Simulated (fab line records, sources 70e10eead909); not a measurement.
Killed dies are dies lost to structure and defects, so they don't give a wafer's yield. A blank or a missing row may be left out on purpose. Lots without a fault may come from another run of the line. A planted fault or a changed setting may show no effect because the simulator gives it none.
Tool commonality check | flow nand_harc | 1 lot, 1 wafer sampled

WHY IT WAS OPENED
At NHARC_END_SORT_01 the reading killed_at_array is flagged on 1 of 1 lot. Wafers without a fault read 55, standard deviation 19.
Rule: a lot is flagged when every wafer of it that has a number lies more than 4 standard deviations from that mean, or none has a number. The other lots count as sound.

lot  | measured     | on        | killed_at_array, wafer by wafer | flag
L915 | day 28 11:47 | prober-02 | 671                             | FLAGGED
The numbers of the flagged lots are 671 on average: +616 against the usual, or +32 standard deviations.

WHICH TOOL RAN EACH LOT
The record holds 4 process steps before the reading, out of a route of 1302 steps. In each cell: the tool, then ch and the chambers that the sampled wafers went through, then the start.
lot  | flag    | NHARC_A_CONTACT_DESCUM_13      | NHARC_A_CONTACT_ETCH_89                   | NHARC_A_CONTACT_ALD_18          | NHARC_A_CONTACT_CVD_19
L915 | FLAGGED | rie_diel-04 ch 0, day 26 05:10 | rie_diel-04 ch 3, day 26 12:41 or earlier | ald_metal-01 ch 0, day 26 12:41 | cvd_w-01 ch 1, day 28 11:47 or earlier
What these steps do:
- NHARC_A_CONTACT_DESCUM_13: chemistry O2, time 3 s.
- NHARC_A_CONTACT_ETCH_89: etches the open film in N2/H2, target depth 260 nm, time 475.3 s.
- NHARC_A_CONTACT_ALD_18: deposits TiN, target thk 3 nm, pulse time 1 s, ald cycles 150.
- NHARC_A_CONTACT_CVD_19: deposits W, target thk 300 nm, time 802 s.
- NHARC_END_SORT_01

FLAGGED OVER TOTAL, TOOL BY TOOL (the gauges that took the reading come last)
step                      | tool         | lots run | flagged | share of the flagged lots | sound lots run after its first flagged lot
NHARC_A_CONTACT_DESCUM_13 | rie_diel-04  | 1        | 1       | all                       | 0
NHARC_A_CONTACT_ETCH_89   | rie_diel-04  | 1        | 1       | all                       | 0
NHARC_A_CONTACT_ALD_18    | ald_metal-01 | 1        | 1       | all                       | 0
NHARC_A_CONTACT_CVD_19    | cvd_w-01     | 1        | 1       | all                       | 0
NHARC_END_SORT_01         | prober-02    | 1        | 1       | all                       | 0
NHARC_A_CONTACT_ETCH_89 gives no start for some lots, so the hours and the order of its lots are those of NHARC_A_CONTACT_ALD_18. NHARC_A_CONTACT_CVD_19 gives no start for some lots, so the hours and the order of its lots are those of NHARC_END_SORT_01.

WHAT THE TABLE ALLOWS
5 rows of the table ran every flagged lot: rie_diel-04 at NHARC_A_CONTACT_DESCUM_13, rie_diel-04 at NHARC_A_CONTACT_ETCH_89, ald_metal-01 at NHARC_A_CONTACT_ALD_18, cvd_w-01 at NHARC_A_CONTACT_CVD_19, prober-02 at NHARC_END_SORT_01.
- rie_diel-04 at NHARC_A_CONTACT_DESCUM_13: 1 of its 1 lot flagged. It ran no sound lot before its first flagged lot in this sample, so the start can't be narrowed down.
- rie_diel-04 at NHARC_A_CONTACT_ETCH_89: 1 of its 1 lot flagged. It ran no sound lot before its first flagged lot in this sample, so the start can't be narrowed down.
- ald_metal-01 at NHARC_A_CONTACT_ALD_18: 1 of its 1 lot flagged. It ran no sound lot before its first flagged lot in this sample, so the start can't be narrowed down.
- cvd_w-01 at NHARC_A_CONTACT_CVD_19: 1 of its 1 lot flagged. It ran no sound lot before its first flagged lot in this sample, so the start can't be narrowed down.
- prober-02 at NHARC_END_SORT_01: 1 of its 1 lot flagged. It ran no sound lot before its first flagged lot in this sample, so the start can't be narrowed down.
Counting lots can't tell these 4 tools apart, because each fits a fault that began at some hour. More lots, or a look at what each step does to the wafer, might.

WHAT THE SIMULATOR HAD PUT IN
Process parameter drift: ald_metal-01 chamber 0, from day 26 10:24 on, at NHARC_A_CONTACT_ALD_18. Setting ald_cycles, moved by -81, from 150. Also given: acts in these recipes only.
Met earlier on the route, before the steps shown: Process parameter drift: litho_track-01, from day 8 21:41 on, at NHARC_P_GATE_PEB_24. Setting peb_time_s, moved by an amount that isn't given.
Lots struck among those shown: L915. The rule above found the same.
